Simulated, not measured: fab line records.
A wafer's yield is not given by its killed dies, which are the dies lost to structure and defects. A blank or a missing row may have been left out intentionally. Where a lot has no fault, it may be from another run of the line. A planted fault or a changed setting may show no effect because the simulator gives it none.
A lot that was struck, set against a sound lot || flow nand-harc || 14 steps out of a route of 1302
Sound: the wafers L693.3, L693.4, L693.6. Struck: wafer L708.3 (left out: L708.1, a lot-mate that was not struck); the cause follows at the end.
For every step that has rows: the tool of each side, followed by ch and its chambers, followed by its first start. Under that, the readings that differ: sound wafers || struck wafers || difference of the means || sigmas: that difference in standard deviations of wafers without a fault.
alike: readings whose means differ by less than 2 such deviations, and words and numbers that are the same on both sides. not compared: withheld readings, readings that some wafer has no value for, bounds like >300 that may hide the same value, and numbers for which the record gives no deviation and whose values overlap.
Wherever a step has rows on one side only, a row that says differs or no value, or a row with sigmas, the two part there. Numbers that don't overlap but have no deviation are shown without sigmas and don't part them. A reading that every wafer of one side lacks parts them only if that side has two wafers or more.

first, 2 steps without rows for these wafers: NHARC_A_SOURCE_PLATE_SRD_01; NHARC_A_SOURCE_PLATE_OXIDE_02 (material SiO2, target thk 10 nm, ox time 1362 s).
NHARC_A_SOURCE_PLATE_THK_MEAS_09: measures by ellipsometry.
  sound: film-metro-02 at day 7 06:31; struck: film-metro-01 at day 13 02:17
{"reading": "thk-nm (nm)", "sound": "9.4 10.3 10.3", "struck": 7.7, "difference": -2.3, "sigmas": -2}
then, 3 steps without rows for these wafers: NHARC_A_SOURCE_PLATE_PVD_04 (deposits WSi2, target thk 50 nm); NHARC_A_SOURCE_PLATE_CVD_03 (deposits poly-Si, target thk 200 nm, time 4000 s); NHARC_A_SOURCE_PLATE_ANNEAL_05 (time 1800 s).
NHARC_A_SOURCE_PLATE_THK_MEAS_06: measures by ellipsometry.
  sound: film-metro-01 at day 7 19:34; struck: film-metro-02 at day 13 15:05
  alike: thk-nm
NHARC_A_SOURCE_PLATE_INSPECT_08:
  sound: defect-inspect-01 at day 7 19:38; struck: defect-inspect-02 at day 13 15:11
  alike: raw-defect-count
next comes 1 step that has no rows for these wafers: NHARC_A_ONON_D1_DEP_00 (target thickness 1000 nm).
NHARC_A_ONON_D1_THK_MEAS_02: measures by ellipsometry.
  sound: film-metro-02 at day 7 20:13; struck: film-metro-02 at day 13 15:45
  alike: thk-nm
NHARC_A_ONON_D1_DEP_03: target thk 1000 nm.
  sound on pecvd-onon-03 ch 0, day 7 20:23; struck on pecvd-onon-03 ch 0, day 13 15:49
NHARC_A_ONON_D1_THK_MEAS_05: measures by ellipsometry.
  sound: film-metro-02 at day 7 20:46; struck: film-metro-02 at day 13 16:19
{"reading": "thk-nm (nm)", "sound": "1015 1014 1013", "struck": 1797, "difference": "+783", "sigmas": "+78"}
next comes 1 step that has no rows for these wafers: NHARC_A_ONON_D1_DEP_06 (target thickness 1000 nm).
-- record jumps: 17 days between struck wafers' starts before vs after; left off in module A_ONON_D1, resumes in module END, first step shown is number 1302 of the route --
NHARC_END_SORT_01:
  sound on prober-02 ch 0, day 24 17:19; struck on prober-01 ch 0, day 30 16:14
{"reading": "killed-at-array", "sound": "79 57 55", "struck": 676, "difference": "+612", "sigmas": "+24"}
{"reading": "killed-dies", "sound": "83 60 57", "struck": 677, "difference": "+610", "sigmas": "+23"}
  alike: killed-at-other, killed-at-periphery, killed-open, killed-short

== WHERE THEY PART ==
First at NHARC_A_SOURCE_PLATE_THK_MEAS_09; last, within this record, at NHARC_END_SORT_01.

WHY: what had been put in by the simulator
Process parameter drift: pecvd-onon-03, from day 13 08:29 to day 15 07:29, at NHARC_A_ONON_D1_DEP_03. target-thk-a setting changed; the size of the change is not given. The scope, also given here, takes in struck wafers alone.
